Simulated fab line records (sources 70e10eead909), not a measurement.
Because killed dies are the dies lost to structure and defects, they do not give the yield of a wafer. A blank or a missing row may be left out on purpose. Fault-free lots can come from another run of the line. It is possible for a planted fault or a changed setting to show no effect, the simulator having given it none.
A struck lot beside a sound one -- flow nand harc -- 15 steps out of a route of 1302
Sound: these wafers, L896.1, L896.3, L896.4. Struck: wafer L892.5 (L892.1, L892.6, from the same lot, were not struck and are left out); the cause is given at the end.
For every step that has rows: the tool of each side, followed by ch and its chambers, followed by its first start. Under that, the readings that differ: sound wafers -- struck wafers -- difference of the means -- sigmas: that difference in standard deviations of wafers without a fault.
alike: readings with means less than 2 such deviations apart, plus words and numbers identical on both sides. not compared: withheld readings, readings lacking a value on some wafer, bounds such as >300 that could conceal the same value, and numbers that have no deviation in the record and whose values overlap.
A row with sigmas, a row that says differs or no value, or rows on one side alone: a step with any of these is where the two part. Numbers that don't overlap but have no deviation are shown without sigmas and don't part them. Lack of a reading on every wafer of one side parts them only where that side has two or more wafers.

first, 6 steps without rows for these wafers: NHARC_A_CONTACT_COAT_02 (resist thk 90 nm); NHARC_A_CONTACT_SOFTBAKE_03 (time 55 s); NHARC_A_CONTACT_EBR_04; NHARC_A_CONTACT_EXPOSE_05 (exposes mask A CC); NHARC_A_CONTACT_PEB_06 (peb time 65 s); NHARC_A_CONTACT_DEVELOP_07 (develop time 35 s).
NHARC_A_CONTACT_CD_MEAS_08: target cd 200 nm.
  sound on cd sem-02 ch 0, day 28 06:13; struck on cd sem-01 ch 0, day 27 00:40
reading,sound,struck,difference,sigmas
cd nm (nm),200.5 200.6 201.0,198.8,-1.9,-4
NHARC_A_CONTACT_OVL_MEAS_09:
  sound on overlay-02 at day 28 06:19; struck on overlay-01 at day 27 00:46
  alike: overlay x nm, overlay y nm
NHARC_A_CONTACT_INSPECT_10:
  sound on defect inspect-01 at day 28 06:21; struck on defect inspect-02 at day 27 00:47
reading,sound,struck,difference,sigmas
raw defect count,49 48 44,121,+74,+2
NHARC_A_CONTACT_DESCUM_13: chemistry O2, time 3 s.
  sound on rie diel-12 ch 1,2,3, day 28 06:25; struck on rie diel-04 ch 3, day 27 00:52
  alike: drypump motor current A, oes product au, rf vpp V, showerhead plenum p Torr, throttle valve pct
  not compared: rf hours counter h
NHARC_A_CONTACT_ETCH_88: etches the open film in CF4, target depth 39 nm, time 65 s.
  sound on rie diel-12 ch 1,2,3, day 28 06:29; struck on rie diel-04 ch 2, day 27 00:58
  alike: drypump motor current A, oes product au, rf vpp V, run length s, showerhead plenum p Torr, throttle valve pct
  not compared: rf hours counter h
NHARC_A_CONTACT_ETCH_89: etches the open film in N2/H2, target depth 260 nm, time 475.3 s.
  sound on rie diel-12 ch 0,1,3; struck on rie diel-04 ch 1
  alike: drypump motor current A, oes product au, rf vpp V, run length s, showerhead plenum p Torr, throttle valve pct
  not compared: rf hours counter h
NHARC_A_CONTACT_ETCH_30: etches the open film in CF4/CHF3, target depth 72.6 nm, time 36.3 s.
  sound on rie diel-12 ch 0,1,2, day 28 06:56; struck on rie diel-04 ch 0, day 27 01:34
reading,sound,struck,difference,sigmas
run length s (s),57.7 57.0 57.7,51.8,-5.7,-13
  alike: drypump motor current A, oes product au, rf vpp V, showerhead plenum p Torr, throttle valve pct
  not compared: rf hours counter h
NHARC_A_CONTACT_ETCH_31: etches the open film in O2/COS, target depth 2800 nm, time 728 s.
  sound on rie diel-12 ch 0,1,2; struck on rie diel-04 ch 2
reading,sound,struck,difference,sigmas
rf vpp V (V),315.3 313.1 315.1,311.6,-2.9,-2
  alike: drypump motor current A, oes product au, run length s, showerhead plenum p Torr, throttle valve pct
  not compared: rf hours counter h
-- the record jumps here: 2 days lie between the struck wafers' starts before and after (it left off in module A_CONTACT and takes up again in module END, whose first step shown is number 1302 of the route) --
NHARC_END_SORT_01:
  sound on prober-01 ch 0, day 30 11:53; struck on prober-02 ch 0, day 29 04:30
reading,sound,struck,difference,sigmas
killed at array,46 37 43,83,+41,+2
killed dies,52 44 47,88,+40,+2
  alike: killed at other, killed at periphery, killed open, killed short

== WHERE THEY PART ==
Last at NHARC_END_SORT_01 as far as this record goes, first at NHARC_A_CONTACT_CD_MEAS_08.

WHY: whatever the simulator had introduced
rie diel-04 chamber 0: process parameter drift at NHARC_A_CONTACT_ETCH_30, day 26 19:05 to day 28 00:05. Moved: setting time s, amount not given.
